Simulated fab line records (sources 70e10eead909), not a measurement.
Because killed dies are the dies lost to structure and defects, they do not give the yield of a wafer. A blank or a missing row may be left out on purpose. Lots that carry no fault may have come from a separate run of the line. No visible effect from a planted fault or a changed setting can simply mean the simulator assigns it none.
Which tool was responsible? + flow nand-harc + Sampling: 13 lots, 39 wafers, 6 of 1302 route steps

== WHAT EACH GAUGE READ, for each wafer ==
NHARC_P_M2_CD_MEAS_09: the cd target is 170 nm.
| lot  | measured     | on        | cd-nm (nm)        |
|------|--------------|-----------|-------------------|
| L818 | day 6 10:38  | cd-sem-03 | 170.5 170.6 170.2 |
| L819 | day 6 20:21  | cd-sem-02 | 169.8 169.8 170.4 |
| L821 | day 7 13:47  | cd-sem-02 | 171.1 170.2 170.6 |
| L823 | day 8 13:41  | cd-sem-01 | 170.6 169.9 169.6 |
| L824 | day 8 14:52  | cd-sem-02 | 169.2 170.3 169.5 |
| L825 | day 9 05:26  | cd-sem-03 | 170.4 170.7 170.6 |
| L826 | day 9 18:26  | cd-sem-03 | 171.1 171.0 170.1 |
| L827 | day 10 00:07 | cd-sem-01 | 170.4 169.8 170.5 |
| L832 | day 12 17:31 | cd-sem-01 | 170.3 172.6 170.1 |
| L837 | day 14 08:46 | cd-sem-03 | 170.1 169.8 169.7 |
| L839 | day 14 22:21 | cd-sem-02 | 168.5 168.5 168.8 |
| L840 | day 15 09:31 | cd-sem-03 | 169.0 169.9 169.1 |
| L841 | day 15 21:01 | cd-sem-01 | 170.4 169.7 169.0 |

NHARC_P_M2_OVL_MEAS_10: pitch 340 nm.
| lot  | measured     | on         | overlay-x-nm (nm) | overlay-y-nm (nm) |
|------|--------------|------------|-------------------|-------------------|
| L818 | day 6 10:44  | overlay-02 | -0.5 -0.4 0.2     | -1.1 -1.1 -1.1    |
| L819 | day 6 20:26  | overlay-01 | 0.1 0.1 -0.2      | 0.0 0.6 0.0       |
| L821 | day 7 13:53  | overlay-01 | 0.8 1.0 1.1       | 2.2 1.9 2.0       |
| L823 | day 8 13:47  | overlay-01 | 0.6 0.6 0.4       | 0.5 -0.3 -0.2     |
| L824 | day 8 14:57  | overlay-01 | 0.4 0.9 0.4       | 1.5 0.8 0.9       |
| L825 | day 9 05:32  | overlay-01 | 0.8 0.0 0.5       | 1.2 1.2 0.6       |
| L826 | day 9 18:32  | overlay-01 | -0.2 -0.8 -0.3    | -1.0 -0.1 -0.6    |
| L827 | day 10 00:13 | overlay-01 | -0.4 -0.7 -0.6    | 0.0 0.3 0.4       |
| L832 | day 12 17:37 | overlay-02 | -0.9 -0.2 -0.7    | 0.9 1.6 1.5       |
| L837 | day 14 08:52 | overlay-01 | 0.1 -1.1 -0.7     | -1.8 -2.1 -1.8    |
| L839 | day 14 22:26 | overlay-01 | 0.0 0.1 -0.6      | 0.6 0.8 0.7       |
| L840 | day 15 09:36 | overlay-01 | 0.6 0.5 0.3       | -0.7 0.2 0.4      |
| L841 | day 15 21:06 | overlay-01 | -0.8 -1.1 -1.2    | -0.9 -0.4 -0.8    |

NHARC_END_SORT_01.
| lot  | measured     | on        | defect-limited-yield (%) | killed-at-array | killed-at-other | killed-at-periphery | killed-dies | killed-open | killed-short |
|------|--------------|-----------|--------------------------|-----------------|-----------------|---------------------|-------------|-------------|--------------|
| L832 | day 30 19:10 | prober-02 | 93.1 93.2 92.9           | 44 42 44        | 0 1 2           | 3 3 2               | 47 46 48    | 1 0 5       | 1 2 2        |
| L839 | day 32 19:23 | prober-01 | 88.3 89.7 91.7           | 75 66 53        | 1 1 1           | 3 3 2               | 79 70 56    | 2 4 3       | 5 2 3        |

== WHICH TOOL RAN EACH LOT (tool, then ch and the chambers of the sampled wafers, then the start) ==
| lot  | NHARC_P_M1_PVD_20                       | NHARC_P_M2_EXPOSE_06               | NHARC_P_M2_DEGAS_29          |
|------|-----------------------------------------|------------------------------------|------------------------------|
| L818 | pvd-sputter-01, day 6 10:31 or earlier  | arfi-scanner-03 ch 0, day 6 10:31  | pvd-sputter-03, day 6 11:50  |
| L819 | pvd-sputter-03, day 6 20:13 or earlier  | arfi-scanner-03 ch 0, day 6 20:13  | pvd-sputter-03, day 6 21:34  |
| L821 | pvd-sputter-02, day 7 13:40 or earlier  | arfi-scanner-03 ch 0, day 7 13:40  | pvd-sputter-02, day 7 15:05  |
| L823 | pvd-sputter-02, day 8 13:33 or earlier  | arfi-scanner-01 ch 0, day 8 13:33  | pvd-sputter-02, day 8 14:54  |
| L824 | pvd-sputter-02, day 8 14:44 or earlier  | arfi-scanner-03 ch 0, day 8 14:44  | pvd-sputter-01, day 8 16:05  |
| L825 | pvd-sputter-01, day 9 05:18 or earlier  | arfi-scanner-01 ch 0, day 9 05:18  | pvd-sputter-02, day 9 06:43  |
| L826 | pvd-sputter-03, day 9 18:19 or earlier  | arfi-scanner-03 ch 0, day 9 18:19  | pvd-sputter-01, day 9 19:38  |
| L827 | pvd-sputter-02, day 9 23:59 or earlier  | arfi-scanner-03 ch 0, day 9 23:59  | pvd-sputter-02, day 10 01:20 |
| L832 | pvd-sputter-02, day 12 17:23 or earlier | arfi-scanner-03 ch 0, day 12 17:23 | pvd-sputter-03, day 12 18:44 |
| L837 | pvd-sputter-02, day 14 08:38 or earlier | arfi-scanner-02 ch 0, day 14 08:38 | pvd-sputter-02, day 14 10:02 |
| L839 | pvd-sputter-02, day 14 22:13 or earlier | arfi-scanner-02 ch 0, day 14 22:13 | pvd-sputter-02, day 14 23:34 |
| L840 | pvd-sputter-03, day 15 09:22 or earlier | arfi-scanner-01 ch 0, day 15 09:22 | pvd-sputter-01, day 15 10:43 |
| L841 | pvd-sputter-01, day 15 20:52 or earlier | arfi-scanner-02 ch 0, day 15 20:52 | pvd-sputter-01, day 15 22:14 |
- NHARC_P_M1_PVD_20: deposits TaN, target thk 5 nm, time 8.06 s.
- NHARC_P_M2_EXPOSE_06: exposes mask P M2, target cd 170 nm.
- NHARC_P_M2_DEGAS_29: time 60 s.

== AS READ BY THE TOOLS THEMSELVES (means over the sampled wafers that have a number; for cases with no such wafer, the mark the record gives instead) ==
NHARC_P_M1_PVD_20.
| lot  | tool           | cathode-dc-power-W (W) | throttle-valve-pct (%) |
|------|----------------|------------------------|------------------------|
| L818 | pvd-sputter-01 | 14998                  | 30.7                   |
| L819 | pvd-sputter-03 | 15003                  | 29.3                   |
| L821 | pvd-sputter-02 | 15002                  | 29.4                   |
| L823 | pvd-sputter-02 | 15000                  | 27.8                   |
| L824 | pvd-sputter-02 | 15000                  | 29.5                   |
| L825 | pvd-sputter-01 | 15000                  | 30.2                   |
| L826 | pvd-sputter-03 | 14997                  | 31.1                   |
| L827 | pvd-sputter-02 | 15000                  | 29.2                   |
| L832 | pvd-sputter-02 | 14998                  | 28.9                   |
| L837 | pvd-sputter-02 | 14998                  | 30.5                   |
| L839 | pvd-sputter-02 | 15000                  | 28.1                   |
| L840 | pvd-sputter-03 | 14999                  | 28.4                   |
| L841 | pvd-sputter-01 | 15001                  | 30.5                   |

NHARC_P_M2_DEGAS_29.
| lot  | tool           | heater-power-w (W) |
|------|----------------|--------------------|
| L818 | pvd-sputter-03 | 379                |
| L819 | pvd-sputter-03 | 356                |
| L821 | pvd-sputter-02 | 297                |
| L823 | pvd-sputter-02 | 320                |
| L824 | pvd-sputter-01 | 328                |
| L825 | pvd-sputter-02 | 321                |
| L826 | pvd-sputter-01 | 351                |
| L827 | pvd-sputter-02 | 297                |
| L832 | pvd-sputter-03 | 345                |
| L837 | pvd-sputter-02 | 314                |
| L839 | pvd-sputter-02 | 322                |
| L840 | pvd-sputter-01 | 340                |
| L841 | pvd-sputter-01 | 337                |

== THE ANSWER, worked out from the rows above alone ==
Rule: usual is defined by the lots themselves. Put in order of their means at a reading, lots are off if they are a third of the lots or fewer, leave a main group of 4 or more, and stand apart from it by a gap of 3 or more times the standard deviation of the main group's means; of several such gaps the widest counts. A main group is skipped when, at the precision printed for the reading in the tables above, its means are all equal. Also off: a lot with no number at a reading for which 4 or more lots have one. All remaining lots with rows at the step are treated as sound. First the gauges in route order, then the tools' own readings, where a lot's mean is used as printed above. The first step at which some lot is off is used, and at that step the reading that is off furthest; a lot without a number counts as furthest.
No lot is off at any reading shown: from this, nothing can be told.

== WHAT THE SIMULATOR HAD INSERTED ==
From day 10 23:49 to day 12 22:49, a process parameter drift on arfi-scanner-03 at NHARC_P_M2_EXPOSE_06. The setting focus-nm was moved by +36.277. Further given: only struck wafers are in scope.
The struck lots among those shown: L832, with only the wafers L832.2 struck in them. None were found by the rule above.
